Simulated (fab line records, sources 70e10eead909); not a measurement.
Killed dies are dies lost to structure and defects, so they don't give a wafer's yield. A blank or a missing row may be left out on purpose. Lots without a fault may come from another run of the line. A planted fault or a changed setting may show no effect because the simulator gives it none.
Which tool did it? | flow nand_harc | 6 lots, 18 wafers sampled, at 2 steps of a route of 1302

WHAT THE GAUGES READ, wafer by wafer
NHARC_A_ONON_D1_THK_MEAS_27: measures by ellipsometry.
lot  | measured     | on            | thk_nm (nm)
L353 | day 8 07:14  | film_metro-01 | 1002 1001 1001
L356 | day 9 18:15  | film_metro-01 | 1009 1007 1007
L358 | day 10 18:48 | film_metro-01 | 1003 1002 999
L360 | day 11 21:25 | film_metro-01 | 997 996 998
L366 | day 14 08:25 | film_metro-02 | 670 671 670 668 671 669
L370 | day 15 18:16 | film_metro-01 | 1007 1008 1007

WHICH TOOL RAN EACH LOT (tool, then ch and the chambers of the sampled wafers, then the start)
lot  | NHARC_A_ONON_D1_DEP_25
L353 | pecvd_onon-03 ch 0, day 8 06:44
L356 | pecvd_onon-03 ch 0, day 9 17:51
L358 | pecvd_onon-04 ch 0, day 10 18:21
L360 | pecvd_onon-02 ch 0, day 11 21:01
L366 | pecvd_onon-03 ch 0, day 14 08:02
L370 | pecvd_onon-04 ch 0, day 15 17:52
- NHARC_A_ONON_D1_DEP_25: target thk 1000 nm.

THE ANSWER, worked out from the rows above alone
Rule: what is usual is taken from the lots themselves. Put in order of their means at a reading, lots are off if they are a third of the lots or fewer, leave a main group of 4 or more, and stand apart from it by a gap of 3 or more times the standard deviation of the main group's means; of several such gaps the widest counts. A main group whose means are all the same, to the digits that the tables above print for the reading, isn't used. A lot without any number at a reading at which 4 lots or more have one is off too. The other lots that the step has rows for count as sound.
Off: L366, at NHARC_A_ONON_D1_THK_MEAS_27 (thk_nm). The main group: mean 1003 nm, standard deviation 4.1.
A tool fits if, at a process step before that reading, it ran every lot that is off, and no sound lot after the first of them. The gauges at NHARC_A_ONON_D1_THK_MEAS_27 are tried like those tools. Can't be told from this: 2 tools fit, pecvd_onon-03 at NHARC_A_ONON_D1_DEP_25, film_metro-02 at NHARC_A_ONON_D1_THK_MEAS_27.

WHAT THE SIMULATOR HAD PUT IN
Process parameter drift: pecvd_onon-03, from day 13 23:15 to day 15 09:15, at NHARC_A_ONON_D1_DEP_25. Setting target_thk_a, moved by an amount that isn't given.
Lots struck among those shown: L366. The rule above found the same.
